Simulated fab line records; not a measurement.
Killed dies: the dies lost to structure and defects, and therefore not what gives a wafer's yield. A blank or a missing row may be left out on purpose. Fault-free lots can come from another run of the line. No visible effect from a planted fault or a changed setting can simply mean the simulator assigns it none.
Chamber matching / flow n5-finfet / N5_HKMG_FIN_CVD_62 on thermal-cvd-si-02 has 3 sister chambers
The step deposits a-Si from Si2H6, target thk 3 nm, time 20.8 s. 22 wafers are shown with their chamber, then 11 later ones without.

## WAFERS WITH THEIR CHAMBER
wafer=L074.2; chamber=2; heater-power-w (W)=1291
wafer=L074.3; chamber=1; heater-power-w (W)=1468
wafer=L074.6; chamber=0; heater-power-w (W)=1420
wafer=L076.2; chamber=2; heater-power-w (W)=1232
wafer=L076.5; chamber=1; heater-power-w (W)=1488
wafer=L076.6; chamber=0; heater-power-w (W)=1450
wafer=L078.2; chamber=2; heater-power-w (W)=1250
wafer=L078.3; chamber=1; heater-power-w (W)=1481
wafer=L078.6; chamber=0; heater-power-w (W)=1418
wafer=L080.1; chamber=0; heater-power-w (W)=1413
wafer=L080.4; chamber=1; heater-power-w (W)=1486
wafer=L080.5; chamber=0; heater-power-w (W)=1424
wafer=L084.3; chamber=0; heater-power-w (W)=1400
wafer=L084.4; chamber=2; heater-power-w (W)=1275
wafer=L084.6; chamber=0; heater-power-w (W)=1413
wafer=L086.1; chamber=0; heater-power-w (W)=1415
wafer=L086.3; chamber=2; heater-power-w (W)=1253
wafer=L086.4; chamber=0; heater-power-w (W)=1447
wafer=L088.1; chamber=2; heater-power-w (W)=1234
wafer=L088.3; chamber=0; heater-power-w (W)=1439
wafer=L088.4; chamber=1; heater-power-w (W)=1518
wafer=L090.1; chamber=1; heater-power-w (W)=1509

SIGNATURES (means of the wafers above)
reading=heater-power-w; chamber 0=1423.90; chamber 1=1491.67; chamber 2=1255.83; scatter within a chamber=18.9
Rule: distance of a wafer from a chamber = root of the sum over the readings of ((wafer's reading minus chamber's mean) / reading's scatter) squared. The wafer belongs to the nearest chamber; if the next one is less than 2 further off, it can't be placed. The scatter: the root of (the sum of the squares of (reading less its chamber's mean) over the shown wafers, divided by (wafers less chambers)).

## WAFERS MISSING THEIR CHAMBER
wafer=L090.3; heater-power-w (W)=1248
wafer=L090.5; heater-power-w (W)=1475
wafer=L093.2; heater-power-w (W)=1253
wafer=L093.4; heater-power-w (W)=1272
wafer=L093.6; heater-power-w (W)=1462
wafer=L094.3; heater-power-w (W)=1500
wafer=L094.5; heater-power-w (W)=1464
wafer=L094.6; heater-power-w (W)=1262
wafer=L096.1; heater-power-w (W)=1393
wafer=L096.4; heater-power-w (W)=1223
wafer=L096.5; heater-power-w (W)=1430

## WHICH CHAMBER EACH ONE RAN IN
wafer=L090.3; from the rows above=2; in truth=2
wafer=L090.5; from the rows above=can't be placed: 1 or 0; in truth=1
wafer=L093.2; from the rows above=2; in truth=2
wafer=L093.4; from the rows above=2; in truth=2
wafer=L093.6; from the rows above=can't be placed: 1 or 0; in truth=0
wafer=L094.3; from the rows above=1; in truth=1
wafer=L094.5; from the rows above=can't be placed: 1 or 0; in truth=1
wafer=L094.6; from the rows above=2; in truth=2
wafer=L096.1; from the rows above=0; in truth=0
wafer=L096.4; from the rows above=2; in truth=2
wafer=L096.5; from the rows above=0; in truth=0
Correctly placed: 8 of 11. Cannot be placed on the basis of these rows: 3; the candidates contain the true chamber in 3. Wrongly placed: 0.
